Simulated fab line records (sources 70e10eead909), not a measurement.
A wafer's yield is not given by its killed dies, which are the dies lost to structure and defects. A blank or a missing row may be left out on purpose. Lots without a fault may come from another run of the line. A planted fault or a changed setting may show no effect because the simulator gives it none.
What tool caused it? -- flow nand_harc -- Sampling: 13 lots, 39 wafers, 3 of 1159 route steps

WHAT EACH GAUGE READ, for each wafer
NHARC_P_ZERO_WELL_CD_MEAS_24: the cd target is 720 nm. Usual: cd_nm at 720.5 nm, with a standard deviation of 2.
lot,measured,on,cd_nm (nm),flag
L194,day 1 15:02,cd_sem-03,720.1 721.0 720.7,
L196,day 2 02:54,cd_sem-02,722.2 723.7 722.3,
L197,day 2 08:35,cd_sem-03,720.3 717.6 718.5,
L200,day 3 02:31,cd_sem-01,- - -,OFF
L201,day 3 08:28,cd_sem-01,721.4 720.3 718.7,
L210,day 5 14:37,cd_sem-02,721.3 725.1 724.6,
L211,day 5 20:35,cd_sem-02,720.0 720.8 722.2,
L212,day 6 02:29,cd_sem-03,715.6 719.3 719.4,
L213,day 6 08:30,cd_sem-02,718.8 722.3 719.1,
L214,day 6 14:43,cd_sem-02,719.1 723.2 720.0,
L215,day 6 20:37,cd_sem-03,718.3 723.8 722.0,
L216,day 7 02:30,cd_sem-03,719.9 720.0 718.9,
L217,day 7 08:35,cd_sem-01,720.5 720.7 723.1,

NHARC_P_ZERO_WELL_CD_MEAS_37: the cd target is 720 nm. Usual: cd_nm at 719.9 nm, with a standard deviation of 1.7.
lot,measured,on,cd_nm (nm),flag
L194,day 1 16:41,cd_sem-02,721.0 718.6 720.8,
L196,day 2 04:32,cd_sem-03,718.5 720.7 719.5,
L197,day 2 10:15,cd_sem-03,720.4 714.7 717.7,
L200,day 3 04:09,cd_sem-01,722.1 721.1 720.8,
L201,day 3 10:05,cd_sem-03,720.7 719.0 720.7,
L210,day 5 16:07,cd_sem-01,718.2 721.7 716.6,
L211,day 5 22:14,cd_sem-02,719.4 721.0 721.2,
L212,day 6 04:07,cd_sem-01,719.8 721.3 718.9,
L213,day 6 10:01,cd_sem-03,718.7 722.3 720.0,
L214,day 6 16:22,cd_sem-01,720.1 720.5 719.4,
L215,day 6 22:17,cd_sem-02,724.6 722.5 723.4,
L216,day 7 04:18,cd_sem-02,722.8 720.2 721.4,
L217,day 7 10:13,cd_sem-03,720.3 719.3 718.5,

WHICH TOOL RAN EACH LOT (tool, then ch and the chambers of the sampled wafers, then the start)
lot,NHARC_P_ZERO_WELL_EXPOSE_21
L194,"krf_scanner-02 ch 0, day 1 14:53"
L196,"krf_scanner-02 ch 0, day 2 02:45"
L197,"krf_scanner-03 ch 0, day 2 08:26"
L200,"krf_scanner-02 ch 0, day 3 02:22"
L201,"krf_scanner-02 ch 0, day 3 08:18"
L210,"krf_scanner-03 ch 0, day 5 14:28"
L211,"krf_scanner-01 ch 0, day 5 20:26"
L212,"krf_scanner-01 ch 0, day 6 02:20"
L213,"krf_scanner-02 ch 0, day 6 08:21"
L214,"krf_scanner-01 ch 0, day 6 14:33"
L215,"krf_scanner-03 ch 0, day 6 20:27"
L216,"krf_scanner-03 ch 0, day 7 02:20"
L217,"krf_scanner-02 ch 0, day 7 08:25"
- NHARC_P_ZERO_WELL_EXPOSE_21: exposes mask P NWELL, target cd 720 nm.

AS READ BY THE TOOLS THEMSELVES (means over the sampled wafers that have a number; for cases with no such wafer, the mark the record gives instead)
NHARC_P_ZERO_WELL_EXPOSE_21. Usual: exposure_dose_mJ_cm2 22.305, standard deviation 0.022; stage_vel_mm_s 499.97 mm/s, standard deviation 0.26.
lot,tool,exposure_dose_mJ_cm2,stage_vel_mm_s (mm/s),flag
L194,krf_scanner-02,22.311,500.21,
L196,krf_scanner-02,22.273,499.92,
L197,krf_scanner-03,22.324,500.01,
L200,krf_scanner-02,22.328,499.72,
L201,krf_scanner-02,22.306,500.13,
L210,krf_scanner-03,22.302,500.13,
L211,krf_scanner-01,22.303,500.04,
L212,krf_scanner-01,22.279,499.87,
L213,krf_scanner-02,22.288,499.63,
L214,krf_scanner-01,22.306,500.10,
L215,krf_scanner-03,22.321,500.04,
L216,krf_scanner-03,22.317,499.77,
L217,krf_scanner-02,22.324,499.70,

THE ANSWER, worked out from the rows above alone
Rule: take the mean of a lot's wafers that have a number; if it is more than 3 standard deviations from the usual mean, the lot is off. Also off: a lot with no number at a reading for which 4 or more lots have one. Where the step has rows for the other lots, those lots are counted as sound. First the gauges in route order, then the tools' own readings, where a lot's mean is used as printed above. The first step at which some lot is off is used, and at that step the reading that is off furthest; a lot without a number counts as furthest.
Off: L200, at NHARC_P_ZERO_WELL_CD_MEAS_24 (cd_nm). Without a number there: L200.
A tool fits if, at a process step before that reading, it ran every lot that is off, and no sound lot after the first of them. Those tools and the gauges at NHARC_P_ZERO_WELL_CD_MEAS_24 are tried in the same way. None of those tried fits.

WHAT THE SIMULATOR HAD PUT IN
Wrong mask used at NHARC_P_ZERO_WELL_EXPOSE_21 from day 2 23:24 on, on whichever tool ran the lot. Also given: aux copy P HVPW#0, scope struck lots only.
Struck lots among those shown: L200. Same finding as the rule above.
